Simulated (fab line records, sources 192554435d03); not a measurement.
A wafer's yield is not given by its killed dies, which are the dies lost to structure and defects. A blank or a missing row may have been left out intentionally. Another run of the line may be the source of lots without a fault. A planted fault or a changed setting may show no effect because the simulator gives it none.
Matching of chambers | flow n5_finfet | rie_diel-02 running N5_BEOL_M15_DESCUM_33: 4 sister chambers
The step chemistry O2, time 7.9 s. 8 wafers are shown with their chamber, then 7 later ones without.

## WAFERS PAIRED WITH THEIR CHAMBERS
wafer  | chamber | showerhead_plenum_p_Torr (Torr) | drypump_motor_current_A (A)
L074.5 | 3       | 2.15                            | 5.6
L078.6 | 1       | 2.02                            | 6.4
L083.6 | 2       | 2.03                            | 5.9
L088.1 | 3       | 2.14                            | 5.6
L088.2 | 0       | 2.24                            | 5.7
L088.4 | 2       | 2.02                            | 6.0
L089.1 | 0       | 2.23                            | 5.6
L089.3 | 1       | 2.02                            | 6.4

## WAFERS WITH NO CHAMBER GIVEN
wafer  | showerhead_plenum_p_Torr (Torr) | drypump_motor_current_A (A)
L089.6 | 2.02                            | 6.4
L093.1 | 2.23                            | 5.6
L093.4 | 2.13                            | 5.5
L093.5 | 2.02                            | 6.4
L096.1 | 2.23                            | 5.6
L096.5 | 2.02                            | 5.9
L096.6 | 2.01                            | 6.4

## THE CHAMBER EACH PASSED THROUGH
wafer  | from the rows above | in truth
L089.6 | 1                   | 1
L093.1 | 0                   | 0
L093.4 | 3                   | 3
L093.5 | 1                   | 1
L096.1 | 0                   | 0
L096.5 | 2                   | 2
L096.6 | 1                   | 1
Correctly placed: 7 of 7. Left unplaced by these rows: 0. Number placed wrongly: 0.
How it was worked out, from the rows above alone: a wafer's distance from a chamber is the root of the sum, over the readings, of the square of ((its reading less the chamber's mean) divided by the reading's scatter). If the next closest chamber is less than 2 further off than the closest, the wafer can't be placed; otherwise it belongs to the closest. The mean given for a chamber averages the wafers shown for that chamber. The scatter: take each reading less its chamber's mean, square it, sum over the shown wafers, divide by the number of wafers less the number of chambers, and take the root.
